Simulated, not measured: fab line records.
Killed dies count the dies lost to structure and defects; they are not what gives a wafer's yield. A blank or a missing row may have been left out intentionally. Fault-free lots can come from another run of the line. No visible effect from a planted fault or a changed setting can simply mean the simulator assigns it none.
Chamber matching || flow n5Finfet || 4 sister chambers for N5_BEOL_M0_STRIP_104 on rieDiel-04
The step strips in N2/H2. 14 wafers are shown with their chamber, then 6 later ones without.

WAFERS, EACH WITH ITS CHAMBER
{"wafer": "L313.1", "chamber": 2, "drypumpMotorCurrentA (A)": 5.2, "throttleValvePct (%)": 23.52, "oesProductAu (a.u.)": 0.72}
{"wafer": "L313.3", "chamber": 3, "drypumpMotorCurrentA (A)": 5.2, "throttleValvePct (%)": 24.00, "oesProductAu (a.u.)": 0.71}
{"wafer": "L313.5", "chamber": 1, "drypumpMotorCurrentA (A)": 5.6, "throttleValvePct (%)": 23.81, "oesProductAu (a.u.)": 0.95}
{"wafer": "L315.4", "chamber": 3, "drypumpMotorCurrentA (A)": 5.1, "throttleValvePct (%)": 24.02, "oesProductAu (a.u.)": 0.72}
{"wafer": "L315.5", "chamber": 2, "drypumpMotorCurrentA (A)": 5.1, "throttleValvePct (%)": 23.50, "oesProductAu (a.u.)": 0.72}
{"wafer": "L315.6", "chamber": 1, "drypumpMotorCurrentA (A)": 5.5, "throttleValvePct (%)": 23.82, "oesProductAu (a.u.)": 0.93}
{"wafer": "L320.1", "chamber": 1, "drypumpMotorCurrentA (A)": 5.6, "throttleValvePct (%)": 23.82, "oesProductAu (a.u.)": 0.93}
{"wafer": "L320.2", "chamber": 0, "drypumpMotorCurrentA (A)": 6.1, "throttleValvePct (%)": 23.83, "oesProductAu (a.u.)": 0.69}
{"wafer": "L320.4", "chamber": 2, "drypumpMotorCurrentA (A)": 5.2, "throttleValvePct (%)": 23.51, "oesProductAu (a.u.)": 0.72}
{"wafer": "L323.4", "chamber": 2, "drypumpMotorCurrentA (A)": 5.2, "throttleValvePct (%)": 23.51, "oesProductAu (a.u.)": 0.69}
{"wafer": "L323.5", "chamber": 2, "drypumpMotorCurrentA (A)": 5.2, "throttleValvePct (%)": 23.50, "oesProductAu (a.u.)": 0.71}
{"wafer": "L323.6", "chamber": 3, "drypumpMotorCurrentA (A)": 5.1, "throttleValvePct (%)": 24.01, "oesProductAu (a.u.)": 0.71}
{"wafer": "L333.2", "chamber": 0, "drypumpMotorCurrentA (A)": 6.1, "throttleValvePct (%)": 23.57, "oesProductAu (a.u.)": 0.92}
{"wafer": "L333.6", "chamber": 0, "drypumpMotorCurrentA (A)": 6.1, "throttleValvePct (%)": 23.59, "oesProductAu (a.u.)": 0.95}

SIGNATURES (averages over the wafers above)
{"reading": "drypumpMotorCurrentA", "chamber 0": 6.100, "chamber 1": 5.567, "chamber 2": 5.180, "chamber 3": 5.133, "scatter within a chamber": 0.0462}
{"reading": "throttleValvePct", "chamber 0": 23.6633, "chamber 1": 23.8167, "chamber 2": 23.5080, "chamber 3": 24.0100, "scatter within a chamber": 0.0651}
{"reading": "oesProductAu", "chamber 0": 0.8533, "chamber 1": 0.9367, "chamber 2": 0.7120, "chamber 3": 0.7133, "scatter within a chamber": 0.0644}
Rule: for a wafer and a chamber, the distance is found by dividing, reading by reading, the gap between the wafer's reading and the chamber's mean by the reading's scatter, squaring, summing and taking the root. If the next closest chamber is less than 2 further off than the closest, the wafer can't be placed; otherwise it belongs to the closest. The scatter is the square root of a quotient: the sum, over the shown wafers, of each reading's squared deviation from its chamber's mean, divided by wafers minus chambers.

WAFERS WHOSE CHAMBER IS MISSING
{"wafer": "L335.3", "drypumpMotorCurrentA (A)": 6.1, "throttleValvePct (%)": 23.59, "oesProductAu (a.u.)": 0.91}
{"wafer": "L335.4", "drypumpMotorCurrentA (A)": 5.6, "throttleValvePct (%)": 23.86, "oesProductAu (a.u.)": 0.85}
{"wafer": "L335.6", "drypumpMotorCurrentA (A)": 6.1, "throttleValvePct (%)": 23.59, "oesProductAu (a.u.)": 0.92}
{"wafer": "L336.3", "drypumpMotorCurrentA (A)": 5.2, "throttleValvePct (%)": 23.55, "oesProductAu (a.u.)": 0.68}
{"wafer": "L336.4", "drypumpMotorCurrentA (A)": 5.6, "throttleValvePct (%)": 23.88, "oesProductAu (a.u.)": 0.85}
{"wafer": "L336.5", "drypumpMotorCurrentA (A)": 5.1, "throttleValvePct (%)": 23.75, "oesProductAu (a.u.)": 0.99}

CHAMBER TAKEN BY EACH
{"wafer": "L335.3", "from the rows above": 0, "in truth": 0}
{"wafer": "L335.4", "from the rows above": 1, "in truth": 1}
{"wafer": "L335.6", "from the rows above": 0, "in truth": 0}
{"wafer": "L336.3", "from the rows above": 2, "in truth": 2}
{"wafer": "L336.4", "from the rows above": 1, "in truth": 1}
{"wafer": "L336.5", "from the rows above": "can't be placed: 3 or 2", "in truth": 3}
Correctly placed: 5 of 6. Can't be placed from these rows: 1 (the true chamber is among the candidates in 1). Wrongly placed: 0.
